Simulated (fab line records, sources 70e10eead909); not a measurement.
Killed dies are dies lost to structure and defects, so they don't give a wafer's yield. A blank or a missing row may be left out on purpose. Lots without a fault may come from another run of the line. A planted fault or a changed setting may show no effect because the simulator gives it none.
Chamber matching | flow nand_harc | NHARC_A_STAIRCASE_CMP_450 on cmp-01: 4 sister chambers
The step polishes SiO2, target thk 200 nm. 20 wafers are shown with their chamber, then 10 later ones without.

WAFERS WITH THEIR CHAMBER
wafer  | chamber | motor_current_A (A)
L076.1 | 2       | 13.5
L076.3 | 1       | 13.9
L076.4 | 3       | 12.8
L080.4 | 1       | 13.3
L080.5 | 2       | 13.7
L080.6 | 1       | 14.4
L082.1 | 2       | 12.6
L082.2 | 3       | 12.5
L082.4 | 0       | 13.7
L081.2 | 0       | 12.7
L081.5 | 3       | 13.1
L081.6 | 2       | 12.5
L083.2 | 0       | 13.9
L083.3 | 3       | 12.0
L083.4 | 2       | 13.1
L084.1 | 2       | 12.2
L084.3 | 3       | 13.0
L084.5 | 2       | 13.1
L086.3 | 0       | 13.0
L086.4 | 2       | 12.6

SIGNATURES (means of the wafers above)
reading         | chamber 0 | chamber 1 | chamber 2 | chamber 3 | scatter within a chamber
motor_current_A | 13.325    | 13.867    | 12.912    | 12.680    | 0.517
Rule: a wafer's distance from a chamber is the root of the sum, over the readings, of the square of ((its reading less the chamber's mean) divided by the reading's scatter). The wafer belongs to the nearest chamber; if the next one is less than 2 further off, it can't be placed. The scatter: the root of (the sum of the squares of (reading less its chamber's mean) over the shown wafers, divided by (wafers less chambers)).

WAFERS WITHOUT THEIR CHAMBER
wafer  | motor_current_A (A)
L086.5 | 13.6
L092.1 | 12.7
L092.3 | 13.8
L092.6 | 13.5
L094.4 | 13.6
L094.5 | 13.3
L094.6 | 13.8
L097.2 | 12.4
L097.3 | 12.9
L097.5 | 13.7

WHICH CHAMBER EACH WENT THROUGH
wafer  | from the rows above               | in truth
L086.5 | can't be placed: 1 or 0 or 2 or 3 | 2
L092.1 | can't be placed: 3 or 2 or 0      | 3
L092.3 | can't be placed: 1 or 0 or 2      | 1
L092.6 | can't be placed: 0 or 1 or 2 or 3 | 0
L094.4 | can't be placed: 1 or 0 or 2 or 3 | 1
L094.5 | can't be placed: 0 or 2 or 1 or 3 | 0
L094.6 | can't be placed: 1 or 0 or 2      | 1
L097.2 | can't be placed: 3 or 2 or 0      | 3
L097.3 | can't be placed: 2 or 3 or 0 or 1 | 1
L097.5 | can't be placed: 1 or 0 or 2 or 3 | 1
Placed correctly: 0 of 10. Can't be placed from these rows: 10 (the true chamber is among the candidates in 10). Placed wrongly: 0.
